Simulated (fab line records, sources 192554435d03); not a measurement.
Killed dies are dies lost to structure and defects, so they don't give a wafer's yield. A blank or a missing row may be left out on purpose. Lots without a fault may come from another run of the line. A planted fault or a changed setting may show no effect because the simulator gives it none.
One fault seen from 3 desks | flow n5_finfet | each desk has only its own numbers; what lay behind them comes last

THE METROLOGY DESK
What the gauges read, lot by lot, whatever tool the lot ran on: means of the sampled wafers that have a number. A lot is out of limits, marked OUT, if its mean lies more than 4 standard deviations from the usual mean; the brackets give that distance. Of its 12 readings 7 are shown: those that lie furthest out on some lot.
Columns: A = thk_nm at N5_ILD0_THK_MEAS_04, usual 197.1 nm; B = cd_nm at N5_SDB_CD_MEAS_11, usual 50.1 nm; C = IOFF_N at N5_BEOL_M4_RC_MEAS_101, usual 0.163 nA/um; D = ION_N at N5_BEOL_M4_RC_MEAS_101, usual 675 uA/um; E = ION_P at N5_BEOL_M4_RC_MEAS_101, usual 464 uA/um; F = SS_N at N5_BEOL_M4_RC_MEAS_101, usual 71.5 mV/dec; G = VT_P at N5_BEOL_M4_RC_MEAS_101, usual -250 mV
lot  | first seen here | A     | B    | C     | D   | E   | F    | G
L358 | day 3 13:56     | 198.7 | 49.5 | 0.156 | 667 | 462 | 71.5 | -249
L360 | day 3 23:55     | 198.2 | 50.9 | 0.166 | 672 | 456 | 72.1 | -252
L361 | day 4 10:13     | 197.8 | 50.8 | 0.147 | 668 | 460 | 71.3 | -253
L362 | day 4 13:17     | 198.2 | 51.1 | 0.190 | 687 | 463 | 72.2 | -250
L363 | day 4 20:22     | 196.7 | 49.7 | 0.162 | 676 | 461 | 71.5 | -254
L367 | day 5 21:56     | 197.7 | 50.9 | 0.168 | 680 | 469 | 71.4 | -250
L368 | day 6 01:12     | 197.3 | 50.6 | 0.163 | 679 | 466 | 71.5 | -250
L372 | day 7 01:02     | 197.5 | 51.4 | 0.158 | 670 | 466 | 71.7 | -249
L377 | day 8 07:04     | 197.0 | 49.1 | 0.191 | 686 | 465 | 71.6 | -250
L381 | day 9 07:14     | 197.3 | 49.6 | 0.148 | 664 | 462 | 72.1 | -250
This desk's finding: nothing out of limits on any of the 10 lots.

THE DEFECT DESK
What the inspections along the route counted, lot by lot: means of the sampled wafers that have a number. A lot is out of limits, marked OUT, if its mean lies more than 4 standard deviations from the usual mean; the brackets give that distance.
Columns: A = raw_defect_count at N5_ILD0_INSPECT_06, usual 41
lot  | first seen here | A
L358 | day 3 17:56     | 53
L360 | day 4 03:47     | 33
L361 | day 4 13:52     | 36
L362 | day 4 16:51     | 44
L363 | day 5 01:13     | 76
L367 | day 6 01:38     | 47
L368 | day 6 04:47     | 28
L372 | day 7 05:00     | 25
L377 | day 8 10:38     | 57
L381 | day 9 10:48     | 38
This desk's finding: nothing out of limits on any of the 10 lots.

THE TOOL OWNER'S DESK: rie_diel-05
The tool's own readings at N5_SDB_ETCH_18 (etches SOC in N2/H2, target depth 100 nm, overetch 20 nm, time 150 s): means of the sampled wafers that have a number, for each lot that ran on this tool. A lot is out of limits, marked OUT, if its mean lies more than 4 standard deviations from the usual mean; the brackets give that distance.
Columns: A = drypump_motor_current_A at N5_SDB_ETCH_18, usual 5.7 A; B = oes_product_au at N5_SDB_ETCH_18, usual 0.67 a.u.; C = rf_fwd_power_W at N5_SDB_ETCH_18, usual 837.0 W; D = rf_vpp_V at N5_SDB_ETCH_18, usual 522.9 V; E = showerhead_plenum_p_Torr at N5_SDB_ETCH_18, usual 2.51 Torr; F = throttle_valve_pct at N5_SDB_ETCH_18, usual 17.88 %
lot  | first seen here | A   | B    | C               | D               | E    | F
L358 | day 3 18:59     | 5.6 | 0.66 | 836.3           | 523.2           | 2.50 | 18.05
L361 | day 4 14:30     | 5.7 | 0.64 | 837.4           | 523.5           | 2.51 | 17.78
L363 | day 5 02:14     | 5.7 | 0.65 | 836.2           | 521.9           | 2.48 | 17.81
L367 | day 6 02:09     | 5.7 | 0.64 | 634.8 (-75) OUT | 572.6 (+38) OUT | 2.48 | 17.85
L372 | day 7 05:40     | 5.8 | 0.62 | 636.0 (-74) OUT | 572.9 (+38) OUT | 2.50 | 18.05
This desk's finding: out of limits on L367, L372; first on L367, day 6 02:09 (rf_fwd_power_W at N5_SDB_ETCH_18). In limits: L358, L361, L363.

PUT TOGETHER
The tool owner's desk could have raised an alarm at day 6 02:09, on L367, L372.
The metrology desk saw nothing out of limits.
The defect desk saw nothing out of limits.
The metrology desk has L367, L372 on record, within its limits.
The defect desk has L367, L372 on record, within its limits.
Of the lots named, all ran N5_SDB_ETCH_18 on rie_diel-05.

WHAT THE SIMULATOR HAD PUT IN
Process parameter drift: rie_diel-05, from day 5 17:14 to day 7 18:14, at N5_SDB_ETCH_18. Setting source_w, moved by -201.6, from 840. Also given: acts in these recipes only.
Lots struck among those shown: L367, L372.
Hours from the fault's start to each desk's first reading out of limits: the tool owner's desk, 9.
